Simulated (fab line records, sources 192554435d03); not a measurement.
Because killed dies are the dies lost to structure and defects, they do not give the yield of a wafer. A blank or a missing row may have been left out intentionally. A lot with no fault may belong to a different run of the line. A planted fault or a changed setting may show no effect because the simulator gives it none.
fab line records    flow n5-finfet
record: lots: 5  wafers: 23
route steps=1938 shown ZERO_LAYER@4 FIN_SAQP@109 DUMMY_GATE@221 SD_EPI_P@295 SD_ACTIVATION@331 GATE_CUT@490 MOL_CONTACT_COAG@570
start-h: the number of hours between the record's first day and the start of the first shown wafer of the lot    wait-h: hours elapsed since this lot's preceding step    " repeats the value in the row above    L1.1+2: several wafers, shown together as one row    - value missing, or start not given    * or withheld: withheld    < > ~ a bound
route shown NAME@n: NAME is a module with steps in the file, n the number in the route of the first one    usual: mean/standard deviation taken from wafers without a fault    same: alike in all rows    chamber/n: place in a boat    sites: the reading at each site    _std_site: the values' standard deviation    _edge_site: the outer-site mean with the inner-site mean subtracted    radius-mm: how far each site lies from the wafer's centre    mask NAME#n: copy n    behind: the tool/chamber that last shaped the wafer    hold: why the lot went on hold/how many hours it stayed there/how the hold came to an end    device: the n, p or np transistor that did not switch    end of line: at the end of the route, the tests of the same wafers    a step given without rows: its recipe and nothing more    killed: at the first sort, the dies lost to defects and structure; wafer yield is something else    map: the dies of a wafer, with x for killed, . for not killed, _ for no die there
set.NAME: the setting that was run; set.NAME@STEP: the one run at that earlier step    model.NAME: the simulator's own value behind a step, which no gauge read
lots whose settings were changed on purpose; a table a step, a row a wafer
== steps ==
step: N5_ZERO_LAYER_PECVD_02
recipe: material: SiO2  target-thk-a: 100  temp-c: 400  precursor: SiH4/N2O  pressure-torr: 0.75  rf-w: 275  time-s: 6
lot.wafer  tool      chamber  start-h  wait-h  set.time-s  model.SiO2_of_ZERO_LAYER_PECVD_02.thk-nm
L078.2     pecvd-02  0        36.28    0.0     6           10.1
L078.3     "         2        "        "       6.269       10.45
L078.4     "         0        "        "       6           10.04
L078.5     "         1        "        "       6.269       10.54
L078.6     "         2        "        "       6           10.18
L079.1     pecvd-01  2        42.58    0.0     6           9.749
L079.2     "         1        "        "       6           9.731
L079.4     "         2        "        "       6           9.856
L079.5     "         0        "        "       6           9.995
L079.6     "         1        "        "       6           9.845
L080.1     pecvd-02  1        48.28    0.0     6           9.938
L080.2     "         2        "        "       6           9.942
L080.3     "         0        "        "       6           9.998
L080.4     "         1        "        "       6.342       10.77
L080.5     "         2        "        "       6.342       10.54
L082.1     pecvd-02  2        60.28    0.0     6           9.785
L082.4     "         2        "        "       6           10.07
L082.6     "         1        "        "       6           10.12
L091.2     pecvd-01  0        114.28   0.0     6           9.916
L091.3     "         2        "        "       6           9.868
L091.4     "         2        "        "       6.33        10.37
L091.5     "         1        "        "       6.33        10.36
L091.6     "         0        "        "       6.33        10.57
step: N5_FIN_SAQP_PEB_14
recipe: peb-temp-c: withheld  peb-time-s: 60  resist: CAR-ArF
lot.wafer       tool            chamber  start-h  wait-h  set.peb-time-s
L078.2+3+6      litho-track-02  0        46.37    0.0     60
L078.4+5        "               0        "        "       66.71
L079.1+6        litho-track-01  0        53.67    0.1     54.69
L079.2+4+5      "               0        "        "       60
L080.1+2+3+4+5  litho-track-01  0        58.55    0.1     60
L082.1+4+6      litho-track-04  0        69.22    0.1     60
L091.2+4+5      litho-track-04  0        125.60   0.0     60
L091.3+6        "               0        "        "       54.84
step: N5_FIN_SAQP_DEVELOP_15
recipe: develop-time-s: 30  developer: TMAH  resist: CAR-ArF  dev-temp-c: 23  rinse-liquid: diw  dry: air-spin
step: N5_FIN_SAQP_CD_MEAS_16
recipe: target-cd-nm: 35.6  landing-energy-ev: 500  detector: se-inlens
usual: cd-nm: 35.5/0.33
lot.wafer  tool       chamber  start-h  wait-h  set.peb-time-s@FIN_SAQP_PEB_14  cd-nm
L078.2     cd-sem-02  0        46.44    -       60                              35.0
L078.3     "          0        "        "       60                              35.4
L078.4     "          0        "        "       66.71                           33.6
L078.5     "          0        "        "       66.71                           34.0
L078.6     "          0        "        "       60                              35.6
L079.1     cd-sem-03  0        53.74    -       54.69                           37.1
L079.2     "          0        "        "       60                              35.4
L079.4     "          0        "        "       60                              35.5
L079.5     "          0        "        "       60                              35.3
L079.6     "          0        "        "       54.69                           36.8
L080.1     cd-sem-02  0        58.61    -       60                              35.3
L080.2     "          0        "        "       60                              35.1
L080.3     "          0        "        "       60                              35.3
L080.4     "          0        "        "       60                              35.6
L080.5     "          0        "        "       60                              35.4
L082.1     cd-sem-03  0        69.29    -       60                              35.5
L082.4     "          0        "        "       60                              35.9
L082.6     "          0        "        "       60                              36.0
L091.2     cd-sem-02  0        125.67   -       60                              35.7
L091.3     "          0        "        "       54.84                           37.1
L091.4     "          0        "        "       60                              35.7
L091.5     "          0        "        "       60                              35.7
L091.6     "          0        "        "       54.84                           36.8
step: N5_FIN_SAQP_ETCH_52
recipe: chemistry: N2/H2  target: SOC  target-depth-a: 1000  overetch-a: 200  mask-material: SiARC  temp-c: 40  time-s: 150  ion-energy-ev: 200  pressure-mtorr: 30  source-w: 840  bias-w: 150  n2-flow-sccm: 200  h2-flow-sccm: 200  ends: end-point
usual: rf-vpp-V: 525.2/2.7
lot.wafer  tool         chamber  start-h  wait-h  set.source-w  rf-vpp-V
L078.2     rie-diel-03  1        46.82    0.0     714.6         556.1
L078.3     "            0        "        "       840           524.5
L078.4     "            2        "        "       840           526.8
L078.5     "            0        "        "       840           526.1
L078.6     "            1        "        "       714.6         555.1
L079.1     rie-diel-03  2        53.93    0.0     840           525.0
L079.2     "            1        "        "       773.2         540.3
L079.4     "            3        "        "       840           521.5
L079.5     "            2        "        "       773.2         539.2
L079.6     "            3        "        "       773.2         537.8
L080.1     rie-diel-01  2        59.46    0.0     712.7         557.8
L080.2     "            3        "        "       840           525.5
L080.3     "            0        "        "       712.7         557.5
L080.4     "            1        "        "       712.7         550.1
L080.5     "            3        "        "       840           525.8
L082.1     rie-diel-06  3        69.48    0.0     840           519.7
L082.4     "            1        "        "       840           527.8
L082.6     "            3        "        "       840           520.2
L091.2     rie-diel-06  0        125.85   0.0     840           527.1
L091.3     "            3        "        "       782.4         532.5
L091.4     "            1        "        "       840           527.0
L091.5     "            1        "        "       782.4         540.0
L091.6     "            0        "        "       840           526.6
step: N5_FIN_SAQP_ETCH_65
recipe: chemistry: CF4  target: SiO2  target-depth-a: 40  ion-energy-ev: 350  time-s: 4.4  pressure-mtorr: 10  icp-w: 800  bias-w: 400  cf4-flow-sccm: 80
lot.wafer  tool       chamber  start-h  wait-h  set.time-s  model.etch.depth-nm
L078.2     rie-si-04  1        49.15    0.1     5.027       4.498
L078.3     "          2        "        "       4.4         4.076
L078.4     "          0        "        "       5.027       4.329
L078.5     "          3        "        "       4.4         4.02
L078.6     "          0        "        "       4.4         3.833
L079.1     rie-si-06  3        57.41    0.1     4.4         4.182
L079.2     "          1        "        "       4.4         3.916
L079.4     "          0        "        "       4.894       4.429
L079.5     "          1        "        "       4.894       4.367
L079.6     "          2        "        "       4.894       4.335
L080.1     rie-si-06  0        61.73    0.1     5.175       4.729
L080.2     "          1        "        "       4.4         3.908
L080.3     "          3        "        "       4.4         4.177
L080.4     "          2        "        "       5.175       4.625
L080.5     "          0        "        "       5.175       4.654
L082.1     rie-si-06  2        71.60    0.1     4.4         3.916
L082.4     "          0        "        "       4.4         3.956
L082.6     "          1        "        "       4.4         3.908
L091.2     rie-si-01  3        127.92   0.1     4.4         3.948
L091.3     "          2        "        "       4.4         4.118
L091.4     "          0        "        "       4.4         4.053
L091.5     "          0        "        "       4.4         4.05
L091.6     "          1        "        "       4.4         4.094
step: N5_DUMMY_GATE_PECVD_30
recipe: material: SiO2  target-thk-a: 550  temp-c: 400  precursor: TEOS/O2  pressure-torr: 6.5  rf-w: withheld  teos-flow-sccm: withheld  gas: O2  flow-sccm: 2650  time-s: 10.8
lot.wafer  tool      chamber  start-h  wait-h  set.time-s  model.SiO2_of_DUMMY_GATE_PECVD_30.thk-nm
L078.2     pecvd-03  1        72.94    0.0     10.8        54.4
L078.3     "         1        "        "       9.566       49.6
L078.4     "         2        "        "       9.566       49
L078.5     "         2        "        "       10.8        55.2
L078.6     "         1        "        "       9.566       49.8
L079.1     pecvd-02  0        78.09    0.0     10.8        54.8
L079.2     "         2        "        "       10.8        54.4
L079.4+6   "         0,1      "        "       10.38       52.6
L079.5     "         2        "        "       10.8        55.6
L080.1     pecvd-02  1        82.47    0.0     10.18       50.6
L080.2+3   "         2,0      "        "       10.8        54
L080.4     "         0        "        "       10.18       51.2
L080.5     "         2        "        "       10.8        54.2
L082.1     pecvd-02  0        92.95    0.0     10.8        54.6
L082.4+6   "         0,2      "        "       10.8        55.4
L091.2+3   pecvd-04  1,2      149.09   0.0     10.8        54.8
L091.4     "         0        "        "       10.8        55
L091.5     "         2        "        "       10.8        55.4
L091.6     "         1        "        "       10.8        56
step: N5_DUMMY_GATE_EXPOSE_12
recipe: mask-id: GATE  na: 0.33  source-shape: annular  sigma-inner: 0.2  sigma-outer: 0.6  polarization: unpolarized  target-cd-nm: 25  dose-mj: 34
lot.wafer       tool            chamber  start-h  wait-h  mask    set.dose-mj
L078.2+3+4+5+6  euv-scanner-02  0        73.16    -       GATE#0  34
L079.1+5        euv-scanner-02  0        78.29    -       GATE#0  34
L079.2+4+6      "               0        "        "       GATE#0  32.17
L080.1+2+3+4+5  euv-scanner-02  0        82.66    -       GATE#0  34
L082.1+4+6      euv-scanner-01  0        93.27    -       GATE#0  34
L091.2+3        euv-scanner-01  0        149.29   -       GATE#0  31.72
L091.4+5+6      "               0        "        "       GATE#0  34
step: N5_DUMMY_GATE_PEB_13
recipe: peb-temp-c: 100  peb-time-s: 60  resist: CAR-EUV
step: N5_DUMMY_GATE_DEVELOP_14
recipe: develop-time-s: 30  developer: TMAH  resist: CAR-EUV  rinse-liquid: surfactant-rinse  dry: air-spin  dev-temp-c: 23
step: N5_DUMMY_GATE_CD_MEAS_15
recipe: target-cd-nm: 25.8  landing-energy-ev: 500  detector: se-inlens
usual: cd-nm: 24.99/0.27
lot.wafer  tool       chamber  start-h  wait-h  set.dose-mj@DUMMY_GATE_EXPOSE_12  cd-nm
L078.2     cd-sem-03  0        73.28    -       34                                25.30
L078.3     "          0        "        "       34                                25.00
L078.4     "          0        "        "       34                                24.42
L078.5     "          0        "        "       34                                24.75
L078.6     "          0        "        "       34                                24.86
L079.1     cd-sem-03  0        78.41    -       34                                24.88
L079.2     "          0        "        "       32.17                             26.07
L079.4     "          0        "        "       32.17                             25.98
L079.5     "          0        "        "       34                                25.06
L079.6     "          0        "        "       32.17                             26.11
L080.1     cd-sem-02  0        82.79    -       34                                25.13
L080.2     "          0        "        "       34                                25.20
L080.3     "          0        "        "       34                                24.88
L080.4     "          0        "        "       34                                24.64
L080.5     "          0        "        "       34                                25.19
L082.1     cd-sem-03  0        93.39    -       34                                24.92
L082.4     "          0        "        "       34                                25.15
L082.6     "          0        "        "       34                                25.31
L091.2     cd-sem-02  0        149.41   -       31.72                             26.54
L091.3     "          0        "        "       31.72                             26.42
L091.4     "          0        "        "       34                                24.94
L091.5     "          0        "        "       34                                25.23
L091.6     "          0        "        "       34                                24.71
step: N5_SD_EPI_P_COAT_34
recipe: resist: SOC  temp-c: 250  time-s: 60  spin-rpm: 1500  resist-thk-nm: 350
lot.wafer  tool            chamber  start-h  wait-h  set.spin-rpm  model.SOC_of_SD_EPI_P_COAT_34.thk-nm
L078.2     litho-track-05  0        79.88    0.0     1639          334
L078.3     "               0        "        "       1639          332.2
L078.4     "               0        "        "       1500          348.2
L078.5     "               0        "        "       1639          333.8
L078.6     "               0        "        "       1500          348.6
L079.1     litho-track-03  0        85.20    0.0     1334          371.2
L079.2     "               0        "        "       1500          349.6
L079.4     "               0        "        "       1334          370.6
L079.5     "               0        "        "       1500          349.8
L079.6     "               0        "        "       1500          350
L080.1     litho-track-04  0        89.59    0.0     1646          335.2
L080.2     "               0        "        "       1500          349.6
L080.3     "               0        "        "       1646          334.2
L080.4     "               0        "        "       1500          351.2
L080.5     "               0        "        "       1500          350.4
L082.1     litho-track-03  0        102.46   0.0     1500          350.2
L082.4     "               0        "        "       1500          351
L082.6     "               0        "        "       1500          350.6
L091.2     litho-track-04  0        155.77   0.0     1500          352.6
L091.3     "               0        "        "       1500          353.2
L091.4     "               0        "        "       1500          353.8
L091.5     "               0        "        "       1500          352
L091.6     "               0        "        "       1500          352.4
step: N5_SD_EPI_P_EPI_21
recipe: material: SiGe:B  dopant: B  temp-c: 550  pressure-torr: 20  ambient: H2  time-s: 355
lot.wafer  tool          chamber  start-h  wait-h  set.temp-c  model.SiGe-B_of_SD_EPI_P_EPI_21.thk-nm
L078.2+4   epi-rpcvd-02  0        82.07    0.5     550         61
L078.3     "             0        "        "       550         61.2
L078.5     "             0        "        "       546.9       56.8
L078.6     "             0        "        "       546.9       57.2
L079.1+4   epi-rpcvd-01  0        87.01    0.1     550         60.8
L079.2     "             0        "        "       550         61
L079.5     "             0        88.45    1.5     550         61.2
L079.6     "             0        "        "       550         61.6
L080.1     epi-rpcvd-04  0        91.40    0.1     552.5       64.2
L080.2     "             0        "        "       552.5       64.8
L080.3     "             0        "        "       552.5       65.8
L080.4     "             0        "        "       550         62.4
L080.5     "             0        "        "       550         61.6
L082.1     epi-rpcvd-01  0        104.14   0.1     550         60.6
L082.4     "             0        105.22   1.1     550         61.8
L082.6     "             0        "        "       550         62
L091.2     epi-rpcvd-04  0        157.97   0.5     551.7       64.4
L091.3     "             0        "        "       550         63.4
L091.4     "             0        "        "       550         61.6
L091.5     "             0        "        "       551.7       64.8
L091.6     "             0        "        "       550         62.6
step: N5_SD_EPI_P_HM_STRIP_48
recipe: chemistry: H3PO4  temp-c: 160  material: SiNx  target: SiNx  target-depth-a: 30  overetch-fraction: 0.3
step: N5_SD_EPI_P_SRD_49
recipe: dry: ipa-marangoni  time-s: 30  temp-c: 23  rinse-liquid: diw
step: N5_SD_EPI_P_PRECLEAN_24
recipe: chemistry: O3/DIW  time-s: 45  temp-c: 22  o3-ppm: 10
lot.wafer  tool          chamber  start-h  wait-h  set.temp-c@SD_EPI_P_EPI_21  model.SiGe-B_of_SD_EPI_P_EPI_21.thk-nm
L078.2+4   wet-bench-03  6,7      84.01    0.0     550                         60.6
L078.3     "             1        "        "       550                         60.8
L078.5     "             3        "        "       546.9                       56.4
L078.6     "             0        "        "       546.9                       56.8
L079.1+4   wet-bench-04  6,0      89.31    0.0     550                         60.4
L079.2     "             5        "        "       550                         60.6
L079.5     "             4        "        "       550                         60.8
L079.6     "             3        "        "       550                         61.2
L080.1     wet-bench-04  2        93.70    0.0     552.5                       63.8
L080.2     "             3        "        "       552.5                       64.2
L080.3     "             5        "        "       552.5                       65.2
L080.4     "             1        "        "       550                         61.8
L080.5     "             0        "        "       550                         61.2
L082.1     wet-bench-06  3        106.45   0.0     550                         60.2
L082.4     "             1        "        "       550                         61.2
L082.6     "             0        "        "       550                         61.6
L091.2     wet-bench-06  6        159.91   0.0     551.7                       64
L091.3     "             7        "        "       550                         63
L091.4     "             5        "        "       550                         61.2
L091.5     "             0        "        "       551.7                       64.2
L091.6     "             4        "        "       550                         62.2
step: N5_SD_ACTIVATION_LSA_01
recipe: temp-c: 1080  time-s: 0.0008  ambient: N2
usual: wafer_temp_C_max: 1086.7/1.1
lot.wafer  tool             chamber  start-h  wait-h  set.temp-c  wafer_temp_C_max
L078.2     laser-anneal-01  0        84.33    0.2     1061        1066.8
L078.3     "                0        "        "       1061        1067.2
L078.4     "                0        "        "       1080        1087.1
L078.5     "                0        "        "       1080        1087.7
L078.6     "                0        "        "       1080        1085.5
L079.1     laser-anneal-02  0        89.61    0.2     1059        1064.4
L079.2     "                0        "        "       1059        1066.0
L079.4     "                0        "        "       1059        1066.8
L079.5     "                0        "        "       1080        1089.7
L079.6     "                0        "        "       1080        1086.5
L080.1     laser-anneal-01  0        94.00    0.2     1080        1086.2
L080.2     "                0        "        "       1080        1087.8
L080.3     "                0        "        "       1080        1088.5
L080.4     "                0        "        "       1080        1086.4
L080.5     "                0        "        "       1080        1086.3
L082.1     laser-anneal-01  0        106.85   0.2     1080        1085.7
L082.4     "                0        "        "       1080        1085.4
L082.6     "                0        "        "       1080        1086.4
L091.2     laser-anneal-01  0        160.32   0.2     1106        1112.2
L091.3     "                0        "        "       1080        1084.5
L091.4     "                0        "        "       1106        1113.7
L091.5     "                0        "        "       1106        1113.0
L091.6     "                0        "        "       1080        1085.9
step: N5_SD_ACTIVATION_RS_MEAS_03
recipe: thk-meas-gauge: four-point-probe
usual: RS_SD_N: 21.80/0.28  RS_SD_P: 55.9/0.94
lot.wafer  tool           chamber  start-h  wait-h  set.temp-c@SD_EPI_P_EPI_21  set.temp-c@SD_ACTIVATION_LSA_01  RS_SD_N[ohm/sq]  RS_SD_P[ohm/sq]
L078.2     film-metro-02  -        84.53    0.2     550                         1061                             24.01            56.6
L078.3     "              -        "        "       550                         1061                             23.79            56.6
L078.4     "              -        "        "       550                         1080                             22.04            56.7
L078.5     "              -        "        "       546.9                       1080                             22.01            61.2
L078.6     "              -        "        "       546.9                       1080                             21.88            60.9
L079.1     film-metro-02  -        89.81    0.2     550                         1059                             24.36            57.7
L079.2     "              -        "        "       550                         1059                             22.49            57.2
L079.4     "              -        "        "       550                         1059                             22.47            57.4
L079.5     "              -        "        "       550                         1080                             21.89            56.6
L079.6     "              -        "        "       550                         1080                             21.86            55.9
L080.1     film-metro-02  -        94.20    0.2     552.5                       1080                             21.80            53.0
L080.2     "              -        "        "       552.5                       1080                             21.93            52.5
L080.3     "              -        "        "       552.5                       1080                             22.13            51.5
L080.4     "              -        "        "       550                         1080                             21.42            54.2
L080.5     "              -        "        "       550                         1080                             21.52            55.9
L082.1     film-metro-02  -        107.05   0.2     550                         1080                             22.18            56.9
L082.4     "              -        "        "       550                         1080                             21.80            55.3
L082.6     "              -        "        "       550                         1080                             21.88            54.6
L091.2     film-metro-01  -        160.51   0.2     551.7                       1106                             19.07            52.9
L091.3     "              -        "        "       550                         1080                             21.56            54.4
L091.4     "              -        "        "       550                         1106                             19.08            55.2
L091.5     "              -        "        "       551.7                       1106                             18.55            52.8
L091.6     "              -        "        "       550                         1080                             21.48            55.0
step: N5_GATE_CUT_DESCUM_18
recipe: chemistry: O2  time-s: 7  source-power-w: 50  bias-power-w: 20  pressure-mtorr: 20  rf-frequency-hz: 2.712e+07  temp-c: 40  resist: CAR-EUV  o2-flow-sccm: 225
lot.wafer       tool         chamber    start-h  wait-h  set.time-s  model.CAR-EUV_of_GATE_CUT_COAT_07.thk-nm
L078.2+3+4+5+6  rie-diel-05  3,2,1,1,2  109.28   0.0     7           26
L079.1+4+5      rie-diel-02  0,3,3      116.51   0.0     7           26.2
L079.2+6        "            2,0        "        "       6.245       26.6
L080.1          rie-diel-05  2          121.19   0.2     7.451       25.8
L080.2+3+5      "            1,3,0      "        "       7           26
L080.4          "            0          "        "       7.451       25.6
L082.1+4+6      rie-diel-04  2,2,0      132.03   0.0     7           26
L091.2+4+5      rie-diel-04  1,2,0      186.07   0.3     7           26
L091.3+6        "            3          "        "       7           26.2
step: N5_MOL_CONTACT_COAG_EXPOSE_81
recipe: mask-id: VG  na: 0.33  source-shape: annular  sigma-inner: 0.3  sigma-outer: 0.7  polarization: unpolarized  defocus-nm: 0  dose-mj: 59.5
lot.wafer       tool            chamber  start-h  wait-h  mask  set.dose-mj
L078.2+3+4+5+6  euv-scanner-01  0        123.80   -       VG#0  59.5
L079.1+6        euv-scanner-01  0        128.53   -       VG#0  59.5
L079.2+4+5      "               0        "        "       VG#0  55.85
L080.1+2+3      euv-scanner-01  0        137.04   -       VG#0  62.79
L080.4+5        "               0        "        "       VG#0  59.5
L082.1+4+6      euv-scanner-01  0        152.66   -       VG#0  59.5
L091.2+4+5      euv-scanner-02  0        198.48   -       VG#0  62.6
L091.3+6        "               0        "        "       VG#0  59.5
step: N5_MOL_CONTACT_COAG_PEB_82
recipe: peb-temp-c: 100  peb-time-s: 60  resist: CAR-EUV
step: N5_MOL_CONTACT_COAG_DEVELOP_83
recipe: develop-time-s: 30  developer: TMAH  resist: CAR-EUV  rinse-liquid: surfactant-rinse  dry: air-spin  dev-temp-c: 23
step: N5_MOL_CONTACT_COAG_CD_MEAS_84
recipe: target-cd-nm: 25.1  landing-energy-ev: 500  detector: se-inlens  polarity: opening
usual: cd-nm: 25.08/0.29
lot.wafer  tool       chamber  start-h  wait-h  set.dose-mj@MOL_CONTACT_COAG_EXPOSE_81  cd-nm
L078.2     cd-sem-02  0        123.94   -       59.5                                    24.61
L078.3     "          0        "        "       59.5                                    24.66
L078.4     "          0        "        "       59.5                                    25.07
L078.5     "          0        "        "       59.5                                    25.00
L078.6     "          0        "        "       59.5                                    25.36
L079.1     cd-sem-02  0        128.68   -       59.5                                    25.41
L079.2     "          0        "        "       55.85                                   24.02
L079.4     "          0        "        "       55.85                                   24.16
L079.5     "          0        "        "       55.85                                   23.70
L079.6     "          0        "        "       59.5                                    24.71
L080.1     cd-sem-03  0        137.18   -       62.79                                   26.51
L080.2     "          0        "        "       62.79                                   26.43
L080.3     "          0        "        "       62.79                                   26.28
L080.4     "          0        "        "       59.5                                    25.41
L080.5     "          0        "        "       59.5                                    25.47
L082.1     cd-sem-03  0        152.80   -       59.5                                    24.60
L082.4     "          0        "        "       59.5                                    25.21
L082.6     "          0        "        "       59.5                                    25.03
L091.2     cd-sem-02  0        198.61   -       62.6                                    26.56
L091.3     "          0        "        "       59.5                                    24.69
L091.4     "          0        "        "       62.6                                    25.79
L091.5     "          0        "        "       62.6                                    25.91
L091.6     "          0        "        "       59.5                                    25.18
step: N5_MOL_CONTACT_COAG_PRECLEAN_144
recipe: chemistry: alkaline-clean  temp-c: 60  time-s: 60  do-ppb: 50
step: N5_MOL_CONTACT_COAG_SRD_145
recipe: dry: ipa-marangoni  time-s: 30  temp-c: 23  rinse-liquid: diw
step: N5_MOL_CONTACT_COAG_CD_MEAS_137
recipe: target-cd-nm: 16
usual: cd-nm: 15.9/0.39
lot.wafer  tool       chamber  start-h  wait-h  set.dose-mj@MOL_CONTACT_COAG_EXPOSE_81  cd-nm
L078.2     cd-sem-01  -        125.23   0.0     59.5                                    15.5
L078.3     "          -        "        "       59.5                                    15.6
L078.4     "          -        "        "       59.5                                    15.6
L078.5     "          -        "        "       59.5                                    16.1
L078.6     "          -        "        "       59.5                                    15.3
L079.1     cd-sem-03  -        129.60   0.0     59.5                                    16.3
L079.2     "          -        "        "       55.85                                   14.7
L079.4     "          -        "        "       55.85                                   14.5
L079.5     "          -        "        "       55.85                                   14.6
L079.6     "          -        "        "       59.5                                    16.3
L080.1     cd-sem-03  -        138.29   0.0     62.79                                   17.2
L080.2     "          -        "        "       62.79                                   17.2
L080.3     "          -        "        "       62.79                                   17.3
L080.4     "          -        "        "       59.5                                    16.7
L080.5     "          -        "        "       59.5                                    16.3
L082.1     cd-sem-01  -        153.78   0.0     59.5                                    15.6
L082.4     "          -        "        "       59.5                                    15.7
L082.6     "          -        "        "       59.5                                    15.8
L091.2     cd-sem-03  -        199.70   0.0     62.6                                    17.3
L091.3     "          -        "        "       59.5                                    16.0
L091.4     "          -        "        "       62.6                                    16.5
L091.5     "          -        "        "       62.6                                    16.8
L091.6     "          -        "        "       59.5                                    15.5
step: N5_MOL_CONTACT_COAG_ETCH_124
recipe: chemistry: CH3F/O2  target: SiNx  target-depth-a: 65  mask-material: SOC  stop-on: SiOC  over-etch-frac: 0.3  ion-energy-ev: 120  pressure-mtorr: 30  source-w: 395  bias-w: 73  Ar_flow_sccm: 150  CH3F_flow_sccm: 30  O2_flow_sccm: 20  ends: end-point
usual: rf-vpp-V: 298/6.9
lot.wafer  tool         chamber  start-h  wait-h  set.source-w  rf-vpp-V
L078.2     rie-diel-06  3        126.80   0.0     395           289
L078.3     "            2        "        "       455.7         270
L078.4     "            0        "        "       395           306
L078.5     "            0        "        "       395           307
L078.6     "            3        "        "       455.7         270
L079.1     rie-diel-03  0        130.61   0.0     395           302
L079.2     "            2        "        "       395           291
L079.4     "            1        "        "       395           297
L079.5     "            3        "        "       447.5         276
L079.6     "            2        "        "       447.5         275
L080.1     rie-diel-01  1        139.25   0.0     357.4         301
L080.2     "            3        "        "       357.4         316
L080.3     "            2        "        "       395           299
L080.4     "            0        "        "       395           298
L080.5     "            0        "        "       395           299
L082.1     rie-diel-03  0        155.16   0.0     395           301
L082.4     "            3        "        "       395           295
L082.6     "            0        "        "       395           300
L091.2     rie-diel-06  0        200.68   0.0     395           306
L091.3     "            1        "        "       395           307
L091.4     "            1        "        "       395           308
L091.5     "            3        "        "       461.5         272
L091.6     "            0        "        "       461.5         285
== key ==
split: step: N5_ZERO_LAYER_PECVD_02  setting: time-s  stated: 6  by: wafer
response: step: N5_ZERO_LAYER_PECVD_02  reading: model.SiO2_of_ZERO_LAYER_PECVD_02.thk-nm  change: +0.105  per: 1%  r: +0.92
split: step: N5_FIN_SAQP_PEB_14  setting: peb-time-s  stated: 60  by: wafer
response: step: N5_FIN_SAQP_CD_MEAS_16  reading: cd-nm  change: -0.15  per: 1%  r: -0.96
split: step: N5_FIN_SAQP_ETCH_52  setting: source-w  stated: 840  by: wafer
response: step: N5_FIN_SAQP_ETCH_52  reading: rf-vpp-V  change: -1.92  per: 1%  r: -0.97
split: step: N5_FIN_SAQP_ETCH_65  setting: time-s  stated: 4.4  by: wafer
response: step: N5_FIN_SAQP_ETCH_65  reading: model.etch.depth-nm  change: +0.0328  per: 1%  r: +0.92
split: step: N5_DUMMY_GATE_PECVD_30  setting: time-s  stated: 10.8  by: wafer
response: step: N5_DUMMY_GATE_PECVD_30  reading: model.SiO2_of_DUMMY_GATE_PECVD_30.thk-nm  change: +0.494  per: 1%  r: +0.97
split: step: N5_DUMMY_GATE_EXPOSE_12  setting: dose-mj  stated: 34  by: wafer
response: step: N5_DUMMY_GATE_CD_MEAS_15  reading: cd-nm  change: -0.217  per: 1%  r: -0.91
split: step: N5_SD_EPI_P_COAT_34  setting: spin-rpm  stated: 1500  by: wafer
response: step: N5_SD_EPI_P_COAT_34  reading: model.SOC_of_SD_EPI_P_COAT_34.thk-nm  change: -1.74  per: 1%  r: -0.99
split: step: N5_SD_EPI_P_EPI_21  setting: temp-c  stated: 550  by: wafer
response: step: N5_SD_EPI_P_EPI_21  reading: model.SiGe-B_of_SD_EPI_P_EPI_21.thk-nm  change: +6.88  per: 1%  r: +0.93
response: step: N5_SD_EPI_P_PRECLEAN_24  reading: model.SiGe-B_of_SD_EPI_P_EPI_21.thk-nm  change: +6.81  per: 1%  r: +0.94
response: step: N5_SD_ACTIVATION_RS_MEAS_03  reading: RS_SD_P  change: -7.02  per: 1%  r: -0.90
split: step: N5_SD_ACTIVATION_LSA_01  setting: temp-c  stated: 1080  by: wafer
response: step: N5_SD_ACTIVATION_LSA_01  reading: wafer_temp_C_max  change: *  per: 1%  r: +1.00
response: step: N5_SD_ACTIVATION_RS_MEAS_03  reading: RS_SD_N  change: -0.953  per: 1%  r: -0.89
split: step: N5_GATE_CUT_DESCUM_18  setting: time-s  stated: 7  by: wafer
response: step: N5_GATE_CUT_DESCUM_18  reading: model.CAR-EUV_of_GATE_CUT_COAT_07.thk-nm  change: -0.0396  per: 1%  r: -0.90
split: step: N5_MOL_CONTACT_COAG_EXPOSE_81  setting: dose-mj  stated: 59.5  by: wafer
response: step: N5_MOL_CONTACT_COAG_CD_MEAS_84  reading: cd-nm  change: +0.19  per: 1%  r: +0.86
response: step: N5_MOL_CONTACT_COAG_CD_MEAS_137  reading: cd-nm  change: +0.207  per: 1%  r: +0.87
split: step: N5_MOL_CONTACT_COAG_ETCH_124  setting: source-w  stated: 395  by: wafer
response: step: N5_MOL_CONTACT_COAG_ETCH_124  reading: rf-vpp-V  change: -1.69  per: 1%  r: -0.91
